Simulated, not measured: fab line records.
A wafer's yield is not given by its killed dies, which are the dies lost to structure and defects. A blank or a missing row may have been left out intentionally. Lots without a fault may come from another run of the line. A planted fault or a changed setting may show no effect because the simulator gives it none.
Chamber matching ; flow n5Finfet ; N5_BEOL_M3_VIA_ETCH_34 on rieDiel-06: 4 sister chambers
The step etches the open film in C4F6/O2, target depth 69.4 nm, time 65.9 s. 8 wafers are shown with their chamber, then 8 later ones without.

## WAFERS WITH THEIR CHAMBER
wafer;chamber;showerheadPlenumPTorr (Torr);rfVppV (V)
L077.2;2;2.74;664
L077.6;0;2.94;676
L080.4;0;2.94;676
L080.5;3;2.71;673
L081.2;1;2.73;671
L081.5;2;2.74;664
L081.6;3;2.71;672
L082.2;1;2.72;671

## WAFERS MISSING THEIR CHAMBER
wafer;showerheadPlenumPTorr (Torr);rfVppV (V)
L082.3;2.74;663
L082.6;2.94;677
L085.4;2.73;664
L085.5;2.70;673
L085.6;2.93;677
L095.2;2.70;672
L095.4;2.93;675
L095.6;2.73;664

## EACH ONE'S CHAMBER
wafer;from the rows above;in truth
L082.3;2;2
L082.6;0;0
L085.4;2;2
L085.5;3;3
L085.6;0;0
L095.2;3;3
L095.4;0;0
L095.6;2;2
Correctly placed: 8 of 8. Left unplaced by these rows: 0. Number placed wrongly: 0.
How it was worked out, from the rows above alone: a wafer's distance from a chamber is the root of the sum, over the readings, of the square of ((its reading less the chamber's mean) divided by the reading's scatter). The wafer belongs to the nearest chamber; if the next one is less than 2 further off, it can't be placed. Each chamber's mean is taken over the wafers shown for it. The scatter: the root of (the sum of the squares of (reading less its chamber's mean) over the shown wafers, divided by (wafers less chambers)).
